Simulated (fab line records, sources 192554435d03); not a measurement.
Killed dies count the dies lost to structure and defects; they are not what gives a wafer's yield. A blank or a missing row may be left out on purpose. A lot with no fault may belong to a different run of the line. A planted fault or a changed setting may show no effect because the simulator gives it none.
Matching of chambers    flow n5Finfet    cmp-01 running N5_MOL_CONTACT_COAG_CMP_28: 4 sister chambers
The step polishes, stops on SiNx, t overpolish 0.85 s, target thk 14.522 nm. 4 wafers are shown with their chamber, then 12 later ones without.

WAFERS, EACH WITH ITS CHAMBER
wafer   chamber  motorCurrentA (A)
L088.1  3        11.8
L088.2  2        15.0
L089.1  0        13.5
L089.6  1        12.4

WAFERS WITHOUT THEIR CHAMBER
wafer   motorCurrentA (A)
L091.3  11.7
L091.4  13.8
L091.6  11.9
L093.1  12.1
L093.4  16.4
L093.6  14.8
L094.1  12.5
L094.2  11.5
L094.3  13.8
L095.2  15.4
L095.3  11.8
L095.6  11.4

THE CHAMBER EACH PASSED THROUGH
wafer    from the rows above            in truth
L091.3   can't be placed: 3 or 1        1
L091.4   can't be placed: 0 or 2        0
L091.6   can't be placed: 3 or 1        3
L093.1   can't be placed: 3 or 1        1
L093.4   2                              2
L093.6   2                              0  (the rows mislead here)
L094.1   can't be placed: 1 or 3 or 0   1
L094.2   can't be placed: 3 or 1        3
L094.3   can't be placed: 0 or 2        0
L095.2   2                              2
L095.3   can't be placed: 3 or 1        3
L095.6   can't be placed: 3 or 1        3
2 of 12 placed correctly. Not placeable from these rows: 9 (in 9, the candidates include the true chamber). Placed wrongly: 1.
How it was worked out, from the rows above alone: a wafer's distance from a chamber is the root of the sum, over the readings, of the square of ((its reading less the chamber's mean) divided by the reading's scatter). If the next closest chamber is less than 2 further off than the closest, the wafer can't be placed; otherwise it belongs to the closest. Each chamber's mean is taken over the wafers shown for it. The scatter: with one shown wafer a chamber, the root of the mean of the squares of how far each hidden wafer lies from its nearest shown one.
